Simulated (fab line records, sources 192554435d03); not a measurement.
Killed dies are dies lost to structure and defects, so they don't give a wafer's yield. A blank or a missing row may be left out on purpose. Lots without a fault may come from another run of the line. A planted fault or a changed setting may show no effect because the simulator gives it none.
Chamber matching | flow n5_finfet | N5_GATE_CUT_ETCH_58 on rie_diel-05: 4 sister chambers
The step etches SiNx in CH3F/O2, target depth 17 nm, time 128.6 s. 24 wafers are shown with their chamber, then 12 later ones without.

WAFERS WITH THEIR CHAMBER
wafer  | chamber | showerhead_plenum_p_Torr (Torr) | drypump_motor_current_A (A) | oes_product_au (a.u.)
L074.2 | 1       | 1.94                            | 5.6                         | 0.79
L074.3 | 2       | 1.97                            | 6.5                         | 0.98
L074.6 | 2       | 1.97                            | 6.5                         | 0.97
L076.1 | 2       | 1.97                            | 6.4                         | 0.97
L076.4 | 1       | 1.94                            | 5.6                         | 0.79
L076.6 | 2       | 1.97                            | 6.5                         | 0.97
L077.2 | 1       | 1.94                            | 5.6                         | 0.79
L077.5 | 2       | 1.97                            | 6.5                         | 0.95
L077.6 | 3       | 1.93                            | 6.4                         | 0.83
L081.1 | 3       | 1.93                            | 6.3                         | 0.81
L081.3 | 1       | 1.93                            | 5.6                         | 0.77
L081.5 | 2       | 1.97                            | 6.4                         | 0.94
L082.2 | 0       | 2.06                            | 5.5                         | 0.72
L082.4 | 3       | 1.93                            | 6.3                         | 0.82
L082.6 | 2       | 1.97                            | 6.5                         | 0.93
L083.1 | 3       | 1.93                            | 6.3                         | 0.81
L083.5 | 0       | 2.06                            | 5.5                         | 0.72
L083.6 | 3       | 1.93                            | 6.3                         | 0.80
L084.3 | 2       | 1.97                            | 6.5                         | 0.92
L084.4 | 1       | 1.93                            | 5.6                         | 0.78
L084.5 | 0       | 2.06                            | 5.4                         | 0.72
L089.1 | 3       | 1.92                            | 6.3                         | 0.79
L089.2 | 1       | 1.93                            | 5.6                         | 0.76
L089.4 | 2       | 1.97                            | 6.5                         | 0.89

SIGNATURES (means of the wafers above)
reading                  | chamber 0 | chamber 1 | chamber 2 | chamber 3 | scatter within a chamber
showerhead_plenum_p_Torr | 2.0600    | 1.9350    | 1.9700    | 1.9283    | 0.00342
drypump_motor_current_A  | 5.467     | 5.600     | 6.478     | 6.317     | 0.0391
oes_product_au           | 0.7200    | 0.7800    | 0.9467    | 0.8100    | 0.021
Rule: a wafer's distance from a chamber is the root of the sum, over the readings, of the square of ((its reading less the chamber's mean) divided by the reading's scatter). The wafer belongs to the nearest chamber; if the next one is less than 2 further off, it can't be placed. The scatter: the root of (the sum of the squares of (reading less its chamber's mean) over the shown wafers, divided by (wafers less chambers)).

WAFERS WITHOUT THEIR CHAMBER
wafer  | showerhead_plenum_p_Torr (Torr) | drypump_motor_current_A (A) | oes_product_au (a.u.)
L091.1 | 2.06                            | 5.5                         | 0.71
L091.3 | 1.93                            | 5.6                         | 0.77
L091.4 | 1.96                            | 6.4                         | 0.91
L092.2 | 1.93                            | 5.6                         | 0.77
L092.4 | 1.92                            | 6.3                         | 0.79
L092.6 | 1.96                            | 6.5                         | 0.90
L093.2 | 1.93                            | 5.6                         | 0.76
L093.5 | 2.06                            | 5.4                         | 0.70
L093.6 | 1.93                            | 5.6                         | 0.76
L097.1 | 2.05                            | 5.4                         | 0.70
L097.2 | 1.92                            | 5.6                         | 0.75
L097.6 | 1.93                            | 5.6                         | 0.76

WHICH CHAMBER EACH WENT THROUGH
wafer  | from the rows above | in truth
L091.1 | 0                   | 0
L091.3 | 1                   | 1
L091.4 | 2                   | 2
L092.2 | 1                   | 1
L092.4 | 3                   | 3
L092.6 | 2                   | 2
L093.2 | 1                   | 1
L093.5 | 0                   | 0
L093.6 | 1                   | 1
L097.1 | 0                   | 0
L097.2 | 1                   | 1
L097.6 | 1                   | 1
Placed correctly: 12 of 12. Can't be placed from these rows: 0. Placed wrongly: 0.
